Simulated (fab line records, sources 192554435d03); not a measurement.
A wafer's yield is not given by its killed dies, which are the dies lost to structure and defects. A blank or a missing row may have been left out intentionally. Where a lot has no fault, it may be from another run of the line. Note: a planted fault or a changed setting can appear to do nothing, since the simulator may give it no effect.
Chamber matching || flow n5_finfet || 4 sister chambers for N5_BEOL_M0_SAQP_ETCH_106 on rie_diel-01
The step etches SOC in N2/H2, stops on SiNx, target depth 150 nm. 4 wafers are shown with their chamber, then 9 later ones without.

== WAFERS, EACH WITH ITS CHAMBER ==
{"wafer": "L080.6", "chamber": 2, "showerhead_plenum_p_Torr (Torr)": 2.49}
{"wafer": "L083.5", "chamber": 0, "showerhead_plenum_p_Torr (Torr)": 2.71}
{"wafer": "L086.2", "chamber": 3, "showerhead_plenum_p_Torr (Torr)": 2.58}
{"wafer": "L086.6", "chamber": 1, "showerhead_plenum_p_Torr (Torr)": 2.59}

== WAFERS WITH NO CHAMBER GIVEN ==
{"wafer": "L092.2", "showerhead_plenum_p_Torr (Torr)": 2.58}
{"wafer": "L092.3", "showerhead_plenum_p_Torr (Torr)": 2.57}
{"wafer": "L092.4", "showerhead_plenum_p_Torr (Torr)": 2.71}
{"wafer": "L094.2", "showerhead_plenum_p_Torr (Torr)": 2.48}
{"wafer": "L094.3", "showerhead_plenum_p_Torr (Torr)": 2.70}
{"wafer": "L094.5", "showerhead_plenum_p_Torr (Torr)": 2.48}
{"wafer": "L097.1", "showerhead_plenum_p_Torr (Torr)": 2.48}
{"wafer": "L097.3", "showerhead_plenum_p_Torr (Torr)": 2.58}
{"wafer": "L097.4", "showerhead_plenum_p_Torr (Torr)": 2.70}

== EACH ONE'S CHAMBER ==
{"wafer": "L092.2", "from the rows above": "can't be placed: 3 or 1", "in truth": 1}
{"wafer": "L092.3", "from the rows above": "can't be placed: 3 or 1", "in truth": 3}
{"wafer": "L092.4", "from the rows above": 0, "in truth": 0}
{"wafer": "L094.2", "from the rows above": 2, "in truth": 2}
{"wafer": "L094.3", "from the rows above": 0, "in truth": 0}
{"wafer": "L094.5", "from the rows above": 2, "in truth": 2}
{"wafer": "L097.1", "from the rows above": 2, "in truth": 2}
{"wafer": "L097.3", "from the rows above": "can't be placed: 3 or 1", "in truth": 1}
{"wafer": "L097.4", "from the rows above": 0, "in truth": 0}
6 of 9 placed correctly. These rows do not allow placing 3 (true chamber among the candidates in 3). 0 placed wrongly.
How it was worked out, from the rows above alone: a wafer's distance from a chamber is the root of the sum, over the readings, of the square of ((its reading less the chamber's mean) divided by the reading's scatter). The wafer belongs to the nearest chamber; if the next one is less than 2 further off, it can't be placed. The mean given for a chamber averages the wafers shown for that chamber. The scatter: root of mean squared gap, hidden wafer to nearest shown wafer, with one shown wafer a chamber.
